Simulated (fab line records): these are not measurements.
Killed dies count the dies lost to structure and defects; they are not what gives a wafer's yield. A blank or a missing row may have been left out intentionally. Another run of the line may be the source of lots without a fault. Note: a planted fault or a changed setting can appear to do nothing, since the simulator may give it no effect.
Chamber matching -- flow nandHarc -- NHARC_P_M0_DEP_32 on pecvd-01 has 3 sister chambers
The step deposits SiCN, target thk 30 nm. 20 wafers are shown with their chamber, then 10 later ones without.

== WAFERS WITH THEIR CHAMBER ==
wafer,chamber,heaterPowerW (W),showerheadVppV (V),rfFwdPowerW (W)
L074.1,1,607,1342,451.2
L074.3,0,673,1398,449.8
L074.4,0,679,1390,447.7
L077.1,0,614,1400,449.6
L077.2,2,467,1378,449.6
L077.3,1,599,1340,448.6
L079.1,1,624,1357,449.5
L079.2,0,577,1395,449.6
L079.3,2,390,1347,449.4
L080.3,0,625,1376,450.6
L080.4,0,637,1382,448.9
L080.6,1,602,1335,448.1
L081.2,2,461,1367,446.4
L081.5,2,481,1338,448.1
L081.6,0,553,1377,449.7
L082.1,1,593,1339,452.4
L082.4,1,586,1340,450.7
L082.6,0,611,1377,449.3
L083.1,2,489,1338,451.0
L083.3,1,577,1354,449.4

SIGNATURES (averages over the wafers above)
reading,chamber 0,chamber 1,chamber 2,scatter within a chamber
heaterPowerW,621.12,598.29,457.60,34.8
showerheadVppV,1386.88,1343.86,1353.60,11.9
rfFwdPowerW,449.400,449.986,448.900,1.35
Rule: for each reading, subtract the chamber's mean from the wafer's reading, divide by that reading's scatter and square the result; add these up over the readings and take the root, which gives the wafer's distance from the chamber. If the next closest chamber is less than 2 further off than the closest, the wafer can't be placed; otherwise it belongs to the closest. The scatter: the root of (the sum of the squares of (reading less its chamber's mean) over the shown wafers, divided by (wafers less chambers)).

== WAFERS WHOSE CHAMBER IS MISSING ==
wafer,heaterPowerW (W),showerheadVppV (V),rfFwdPowerW (W)
L083.6,689,1370,451.3
L088.2,434,1360,448.2
L088.4,439,1327,446.2
L088.5,622,1325,446.8
L086.3,670,1392,447.7
L086.4,468,1343,446.8
L086.5,663,1389,450.2
L089.1,563,1335,450.3
L089.5,603,1364,446.7
L089.6,420,1388,449.1

== CHAMBER TAKEN BY EACH ==
wafer,from the rows above,in truth
L083.6,can't be placed: 0 or 1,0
L088.2,2,2
L088.4,2,2
L088.5,1,1
L086.3,0,0
L086.4,2,2
L086.5,0,0
L089.1,1,1
L089.5,can't be placed: 0 or 1 or 2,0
L089.6,2,2
8 of 10 placed correctly. From these rows, 2 cannot be placed; in 2 the true chamber is one of the candidates. 0 placed wrongly.
